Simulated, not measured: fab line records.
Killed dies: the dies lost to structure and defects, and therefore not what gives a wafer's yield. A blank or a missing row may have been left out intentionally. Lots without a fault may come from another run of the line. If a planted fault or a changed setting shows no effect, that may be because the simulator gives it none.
Which of the tools did it? || flow n5_finfet || Sampling: 10 lots, 30 wafers, 5 of 1938 route steps

## WHAT THE GAUGES READ, wafer by wafer
N5_SDB_CD_MEAS_11: the cd target is 50 nm. Usual: cd_nm reads 49.9 nm (standard deviation 1.1).
{"lot": "L805", "measured": "day 4 22:14", "on": "cd_sem-01", "cd_nm (nm)": "49.8 51.5 49.9", "flag": ""}
{"lot": "L810", "measured": "day 6 03:41", "on": "cd_sem-02", "cd_nm (nm)": "48.5 48.8 49.3", "flag": ""}
{"lot": "L809", "measured": "day 6 05:08", "on": "cd_sem-03", "cd_nm (nm)": "51.6 50.8 51.1", "flag": ""}
{"lot": "L811", "measured": "day 6 14:26", "on": "cd_sem-02", "cd_nm (nm)": "49.9 49.9 51.0", "flag": ""}
{"lot": "L812", "measured": "day 6 18:31", "on": "cd_sem-03", "cd_nm (nm)": "50.3 50.6 50.8", "flag": ""}
{"lot": "L813", "measured": "day 6 22:58", "on": "cd_sem-03", "cd_nm (nm)": "47.3 48.3 48.1", "flag": ""}
{"lot": "L814", "measured": "day 7 08:39", "on": "cd_sem-01", "cd_nm (nm)": "50.0 50.5 49.8", "flag": ""}
{"lot": "L815", "measured": "day 7 11:28", "on": "cd_sem-03", "cd_nm (nm)": "49.5 49.1 49.9", "flag": ""}
{"lot": "L816", "measured": "day 7 16:50", "on": "cd_sem-01", "cd_nm (nm)": "48.7 47.8 49.0", "flag": ""}
{"lot": "L819", "measured": "day 8 15:22", "on": "cd_sem-01", "cd_nm (nm)": "51.4 50.4 50.7", "flag": ""}

N5_SDB_THK_MEAS_31. Usual: SDB_THK gives 63.9 nm (standard deviation 0.91).
{"lot": "L805", "measured": "day 5 02:08", "on": "film_metro-01", "SDB_THK (nm)": "63.8 64.5 64.5", "flag": ""}
{"lot": "L810", "measured": "day 6 07:56", "on": "film_metro-02", "SDB_THK (nm)": "64.6 64.3 63.9", "flag": ""}
{"lot": "L809", "measured": "day 6 09:06", "on": "film_metro-01", "SDB_THK (nm)": "63.4 65.7 64.1", "flag": ""}
{"lot": "L811", "measured": "day 6 18:32", "on": "film_metro-01", "SDB_THK (nm)": "63.7 63.4 64.3", "flag": ""}
{"lot": "L812", "measured": "day 6 23:02", "on": "film_metro-01", "SDB_THK (nm)": "63.0 62.9 63.2", "flag": ""}
{"lot": "L813", "measured": "day 7 03:32", "on": "film_metro-01", "SDB_THK (nm)": "64.5 64.7 64.2", "flag": ""}
{"lot": "L814", "measured": "day 7 13:00", "on": "film_metro-02", "SDB_THK (nm)": "61.8 62.3 62.2", "flag": ""}
{"lot": "L815", "measured": "day 7 15:51", "on": "film_metro-02", "SDB_THK (nm)": "63.5 63.6 64.4", "flag": ""}
{"lot": "L816", "measured": "day 7 20:44", "on": "film_metro-02", "SDB_THK (nm)": "65.7 64.4 64.2", "flag": ""}
{"lot": "L819", "measured": "day 8 19:16", "on": "film_metro-01", "SDB_THK (nm)": "64.1 64.3 63.9", "flag": ""}

N5_BEOL_M4_RC_MEAS_101. Usual: DIBL_N 36.4 mV/V, standard deviation 1.3; DIBL_P 36.5 mV/V, standard deviation 1.7; IOFF_N 0.154 nA/um, standard deviation 0.022; IOFF_P 0.202 nA/um, standard deviation 0.025; ION_N 671 uA/um, standard deviation 9.8; ION_P 460 uA/um, standard deviation 6.8; SS_N 71.6 mV/dec, standard deviation 0.54; SS_P 73.4 mV/dec, standard deviation 0.58; VT_N 250.9 mV, standard deviation 2.8; VT_P -251.4 mV, standard deviation 2.7.
{"lot": "L805", "measured": "day 9 02:28", "on": "prober-02", "DIBL_N (mV/V)": "36.6 36.0 35.3", "DIBL_P (mV/V)": "37.2 36.3 35.5", "IOFF_N (nA/um)": "0.147 0.145 0.134", "IOFF_P (nA/um)": "0.204 0.201 0.183", "ION_N (uA/um)": "679 694 665", "ION_P (uA/um)": "463 469 460", "SS_N (mV/dec)": "72.0 71.6 71.7", "SS_P (mV/dec)": "73.4 72.9 73.3", "VT_N (mV)": "249.0 250.9 251.9", "VT_P (mV)": "-249.7 -250.8 -252.3", "flag": ""}
{"lot": "L810", "measured": "day 10 04:52", "on": "prober-01", "DIBL_N (mV/V)": "37.0 36.2 35.5", "DIBL_P (mV/V)": "36.6 35.5 34.2", "IOFF_N (nA/um)": "0.162 0.148 0.134", "IOFF_P (nA/um)": "0.231 0.208 0.188", "ION_N (uA/um)": "680 674 671", "ION_P (uA/um)": "472 463 462", "SS_N (mV/dec)": "71.5 71.1 71.2", "SS_P (mV/dec)": "73.0 72.7 71.7", "VT_N (mV)": "248.9 249.8 249.6", "VT_P (mV)": "-249.5 -251.7 -250.8", "flag": ""}
{"lot": "L809", "measured": "day 10 08:23", "on": "prober-01", "DIBL_N (mV/V)": "36.8 34.7 35.9", "DIBL_P (mV/V)": "37.6 35.0 36.6", "IOFF_N (nA/um)": "0.163 0.129 0.149", "IOFF_P (nA/um)": "0.205 0.174 0.195", "ION_N (uA/um)": "674 655 672", "ION_P (uA/um)": "460 453 467", "SS_N (mV/dec)": "71.6 71.5 71.7", "SS_P (mV/dec)": "73.1 73.2 73.2", "VT_N (mV)": "249.0 253.7 250.0", "VT_P (mV)": "-249.7 -253.0 -250.1", "flag": ""}
{"lot": "L811", "measured": "day 10 12:19", "on": "prober-02", "DIBL_N (mV/V)": "36.7 35.6 36.3", "DIBL_P (mV/V)": "37.2 36.0 37.2", "IOFF_N (nA/um)": "0.154 0.136 0.152", "IOFF_P (nA/um)": "0.200 0.178 0.200", "ION_N (uA/um)": "664 664 668", "ION_P (uA/um)": "453 461 459", "SS_N (mV/dec)": "71.4 71.0 71.6", "SS_P (mV/dec)": "73.1 73.7 73.6", "VT_N (mV)": "250.5 254.1 250.8", "VT_P (mV)": "-254.0 -253.2 -250.2", "flag": ""}
{"lot": "L812", "measured": "day 10 14:14", "on": "prober-01", "DIBL_N (mV/V)": "35.9 35.8 35.6", "DIBL_P (mV/V)": "38.8 39.1 38.8", "IOFF_N (nA/um)": "0.157 0.153 0.147", "IOFF_P (nA/um)": "0.192 0.191 0.182", "ION_N (uA/um)": "673 665 672", "ION_P (uA/um)": "458 458 452", "SS_N (mV/dec)": "71.7 71.6 71.8", "SS_P (mV/dec)": "73.6 73.8 73.1", "VT_N (mV)": "249.1 251.6 252.3", "VT_P (mV)": "-254.4 -251.8 -254.5", "flag": ""}
{"lot": "L813", "measured": "day 10 14:43", "on": "prober-02", "DIBL_N (mV/V)": "36.2 35.1 34.2", "DIBL_P (mV/V)": "36.7 35.4 33.9", "IOFF_N (nA/um)": "0.164 0.143 0.132", "IOFF_P (nA/um)": "0.205 0.187 0.176", "ION_N (uA/um)": "681 671 671", "ION_P (uA/um)": "464 459 458", "SS_N (mV/dec)": "71.7 71.8 71.3", "SS_P (mV/dec)": "72.6 72.5 72.5", "VT_N (mV)": "250.9 252.5 251.3", "VT_P (mV)": "-250.8 -251.6 -253.4", "flag": ""}
{"lot": "L814", "measured": "day 11 21:34", "on": "prober-02", "DIBL_N (mV/V)": "35.3 36.9 35.7", "DIBL_P (mV/V)": "35.9 37.8 35.5", "IOFF_N (nA/um)": "0.150 0.181 0.150", "IOFF_P (nA/um)": "0.196 0.220 0.189", "ION_N (uA/um)": "689 689 674", "ION_P (uA/um)": "471 467 462", "SS_N (mV/dec)": "71.5 72.5 71.9", "SS_P (mV/dec)": "73.8 73.8 73.2", "VT_N (mV)": "247.1 248.2 249.2", "VT_P (mV)": "-252.5 -249.6 -251.8", "flag": ""}
{"lot": "L815", "measured": "day 11 21:14", "on": "prober-01", "DIBL_N (mV/V)": "37.2 35.0 36.2", "DIBL_P (mV/V)": "35.4 34.6 35.3", "IOFF_N (nA/um)": "0.176 0.140 0.156", "IOFF_P (nA/um)": "0.210 0.197 0.205", "ION_N (uA/um)": "665 667 663", "ION_P (uA/um)": "452 457 456", "SS_N (mV/dec)": "72.6 72.0 71.8", "SS_P (mV/dec)": "73.9 73.3 73.6", "VT_N (mV)": "250.9 252.5 250.5", "VT_P (mV)": "-251.1 -249.8 -248.8", "flag": ""}
{"lot": "L816", "measured": "day 12 01:38", "on": "prober-01", "DIBL_N (mV/V)": "33.6 34.6 35.3", "DIBL_P (mV/V)": "33.9 35.4 36.2", "IOFF_N (nA/um)": "0.125 0.136 0.144", "IOFF_P (nA/um)": "0.181 0.197 0.205", "ION_N (uA/um)": "662 671 667", "ION_P (uA/um)": "457 463 457", "SS_N (mV/dec)": "70.7 71.0 71.8", "SS_P (mV/dec)": "72.4 73.3 73.4", "VT_N (mV)": "255.2 252.1 253.1", "VT_P (mV)": "-250.4 -249.0 -250.7", "flag": ""}
{"lot": "L819", "measured": "day 12 18:36", "on": "prober-01", "DIBL_N (mV/V)": "35.8 38.0 36.2", "DIBL_P (mV/V)": "35.5 37.1 35.9", "IOFF_N (nA/um)": "0.135 0.161 0.139", "IOFF_P (nA/um)": "0.225 0.260 0.243", "ION_N (uA/um)": "662 656 655", "ION_P (uA/um)": "466 461 458", "SS_N (mV/dec)": "70.9 72.7 71.7", "SS_P (mV/dec)": "73.0 73.9 73.3", "VT_N (mV)": "253.4 249.9 252.5", "VT_P (mV)": "-250.0 -247.8 -245.9", "flag": ""}

## WHAT TOOL EACH LOT RAN ON (gives the tool, then ch and the chambers of the sampled wafers, and finally the start)
{"lot": "L805", "N5_SDB_STRIP_22": "plasma_asher-02 ch 0,1, day 4 22:38", "N5_SDB_CUT_ETCH_26": "rie_si-01 ch 0,1,3, day 4 22:56"}
{"lot": "L810", "N5_SDB_STRIP_22": "plasma_asher-01 ch 0,1, day 6 04:05", "N5_SDB_CUT_ETCH_26": "rie_si-05 ch 1,3, day 6 04:23"}
{"lot": "L809", "N5_SDB_STRIP_22": "plasma_asher-01 ch 0,1, day 6 05:34", "N5_SDB_CUT_ETCH_26": "rie_si-03 ch 2,3, day 6 05:52"}
{"lot": "L811", "N5_SDB_STRIP_22": "plasma_asher-01 ch 0,1, day 6 15:01", "N5_SDB_CUT_ETCH_26": "rie_si-01 ch 0,1, day 6 15:19"}
{"lot": "L812", "N5_SDB_STRIP_22": "plasma_asher-02 ch 0,1, day 6 18:55", "N5_SDB_CUT_ETCH_26": "rie_si-01 ch 0,1,3, day 6 19:13"}
{"lot": "L813", "N5_SDB_STRIP_22": "plasma_asher-01 ch 0,1, day 6 23:22", "N5_SDB_CUT_ETCH_26": "rie_si-01 ch 0,1, day 7 00:14"}
{"lot": "L814", "N5_SDB_STRIP_22": "plasma_asher-02 ch 0, day 7 09:02", "N5_SDB_CUT_ETCH_26": "rie_si-01 ch 1,3, day 7 09:21"}
{"lot": "L815", "N5_SDB_STRIP_22": "plasma_asher-01 ch 0,1, day 7 11:58", "N5_SDB_CUT_ETCH_26": "rie_si-01 ch 1,3, day 7 12:16"}
{"lot": "L816", "N5_SDB_STRIP_22": "plasma_asher-02 ch 0,1, day 7 17:16", "N5_SDB_CUT_ETCH_26": "rie_si-03 ch 0,1,2, day 7 17:32"}
{"lot": "L819", "N5_SDB_STRIP_22": "plasma_asher-01 ch 0, day 8 15:46", "N5_SDB_CUT_ETCH_26": "rie_si-03 ch 1,2,3, day 8 16:04"}
- N5_SDB_STRIP_22: strips in N2/H2.
- N5_SDB_CUT_ETCH_26: etches Si in HBr/Cl2/O2, target depth 129.6 nm, bt time 20 s, time 51.8 s.

## AS READ BY THE TOOLS THEMSELVES (means over the sampled wafers that have a number; for cases with no such wafer, the mark the record gives instead)
N5_SDB_STRIP_22. Usual: drypump_motor_current_A 5.6 A, standard deviation 0.41; heater_power_w 333 W, standard deviation 35; oes_product_au 0.716 a.u., standard deviation 0.0047; strip_time_to_endpoint_s 96.5 s, standard deviation 0.38.
{"lot": "L805", "tool": "plasma_asher-02", "drypump_motor_current_A (A)": 5.9, "heater_power_w (W)": 304, "oes_product_au (a.u.)": 0.713, "strip_time_to_endpoint_s (s)": 96.2, "flag": ""}
{"lot": "L810", "tool": "plasma_asher-01", "drypump_motor_current_A (A)": 5.3, "heater_power_w (W)": 363, "oes_product_au (a.u.)": 0.713, "strip_time_to_endpoint_s (s)": 96.0, "flag": ""}
{"lot": "L809", "tool": "plasma_asher-01", "drypump_motor_current_A (A)": 5.4, "heater_power_w (W)": 337, "oes_product_au (a.u.)": 0.720, "strip_time_to_endpoint_s (s)": 97.0, "flag": ""}
{"lot": "L811", "tool": "plasma_asher-01", "drypump_motor_current_A (A)": 5.3, "heater_power_w (W)": 370, "oes_product_au (a.u.)": 0.718, "strip_time_to_endpoint_s (s)": 96.3, "flag": ""}
{"lot": "L812", "tool": "plasma_asher-02", "drypump_motor_current_A (A)": 5.9, "heater_power_w (W)": 305, "oes_product_au (a.u.)": 0.718, "strip_time_to_endpoint_s (s)": 96.1, "flag": ""}
{"lot": "L813", "tool": "plasma_asher-01", "drypump_motor_current_A (A)": 5.4, "heater_power_w (W)": 344, "oes_product_au (a.u.)": 0.713, "strip_time_to_endpoint_s (s)": 96.3, "flag": ""}
{"lot": "L814", "tool": "plasma_asher-02", "drypump_motor_current_A (A)": 5.7, "heater_power_w (W)": 298, "oes_product_au (a.u.)": 0.715, "strip_time_to_endpoint_s (s)": 96.8, "flag": ""}
{"lot": "L815", "tool": "plasma_asher-01", "drypump_motor_current_A (A)": 5.3, "heater_power_w (W)": 367, "oes_product_au (a.u.)": 0.719, "strip_time_to_endpoint_s (s)": 96.7, "flag": ""}
{"lot": "L816", "tool": "plasma_asher-02", "drypump_motor_current_A (A)": 5.9, "heater_power_w (W)": 301, "oes_product_au (a.u.)": 0.714, "strip_time_to_endpoint_s (s)": 95.9, "flag": ""}
{"lot": "L819", "tool": "plasma_asher-01", "drypump_motor_current_A (A)": 5.6, "heater_power_w (W)": 321, "oes_product_au (a.u.)": 0.716, "strip_time_to_endpoint_s (s)": 97.1, "flag": ""}

N5_SDB_CUT_ETCH_26. Usual: drypump_motor_current_A 5.7 A, standard deviation 0.64; mfc_cl2_sccm 80.00 sccm, standard deviation 0.24; oes_product_au 0.996 a.u., standard deviation 0.019; throttle_valve_pct 37.23 %, standard deviation 0.18.
{"lot": "L805", "tool": "rie_si-01", "drypump_motor_current_A (A)": 5.8, "mfc_cl2_sccm (sccm)": 79.96, "oes_product_au (a.u.)": 0.995, "throttle_valve_pct (%)": 37.33, "flag": ""}
{"lot": "L810", "tool": "rie_si-05", "drypump_motor_current_A (A)": 5.3, "mfc_cl2_sccm (sccm)": 80.12, "oes_product_au (a.u.)": 0.995, "throttle_valve_pct (%)": 36.96, "flag": ""}
{"lot": "L809", "tool": "rie_si-03", "drypump_motor_current_A (A)": 5.0, "mfc_cl2_sccm (sccm)": 79.91, "oes_product_au (a.u.)": 0.999, "throttle_valve_pct (%)": 37.04, "flag": ""}
{"lot": "L811", "tool": "rie_si-01", "drypump_motor_current_A (A)": 5.8, "mfc_cl2_sccm (sccm)": 79.90, "oes_product_au (a.u.)": 1.007, "throttle_valve_pct (%)": 37.33, "flag": ""}
{"lot": "L812", "tool": "rie_si-01", "drypump_motor_current_A (A)": 5.8, "mfc_cl2_sccm (sccm)": 79.96, "oes_product_au (a.u.)": 0.999, "throttle_valve_pct (%)": 37.33, "flag": ""}
{"lot": "L813", "tool": "rie_si-01", "drypump_motor_current_A (A)": 5.3, "mfc_cl2_sccm (sccm)": 80.23, "oes_product_au (a.u.)": 0.993, "throttle_valve_pct (%)": 37.32, "flag": ""}
{"lot": "L814", "tool": "rie_si-01", "drypump_motor_current_A (A)": 5.2, "mfc_cl2_sccm (sccm)": 79.98, "oes_product_au (a.u.)": 0.977, "throttle_valve_pct (%)": 37.32, "flag": ""}
{"lot": "L815", "tool": "rie_si-01", "drypump_motor_current_A (A)": 5.2, "mfc_cl2_sccm (sccm)": 80.03, "oes_product_au (a.u.)": 0.977, "throttle_valve_pct (%)": 37.34, "flag": ""}
{"lot": "L816", "tool": "rie_si-03", "drypump_motor_current_A (A)": 5.6, "mfc_cl2_sccm (sccm)": 80.09, "oes_product_au (a.u.)": 1.005, "throttle_valve_pct (%)": 37.21, "flag": ""}
{"lot": "L819", "tool": "rie_si-03", "drypump_motor_current_A (A)": 5.5, "mfc_cl2_sccm (sccm)": 79.94, "oes_product_au (a.u.)": 0.994, "throttle_valve_pct (%)": 37.07, "flag": ""}

## THE ANSWER, worked out from the rows above alone
Rule: a lot counts as off when the mean over its wafers that have a number is more than 3 standard deviations away from the usual mean. Also off: a lot with no number at a reading for which 4 or more lots have one. Where the step has rows for the other lots, those lots are counted as sound. After the gauges, taken in route order, come the tools' own readings; for these a lot's mean is taken, as printed above. The first step at which some lot is off is used, and at that step the reading that is off furthest; a lot without a number counts as furthest.
None of the lots is off at any reading shown; this tells nothing.

## WHAT THE SIMULATOR PUT IN
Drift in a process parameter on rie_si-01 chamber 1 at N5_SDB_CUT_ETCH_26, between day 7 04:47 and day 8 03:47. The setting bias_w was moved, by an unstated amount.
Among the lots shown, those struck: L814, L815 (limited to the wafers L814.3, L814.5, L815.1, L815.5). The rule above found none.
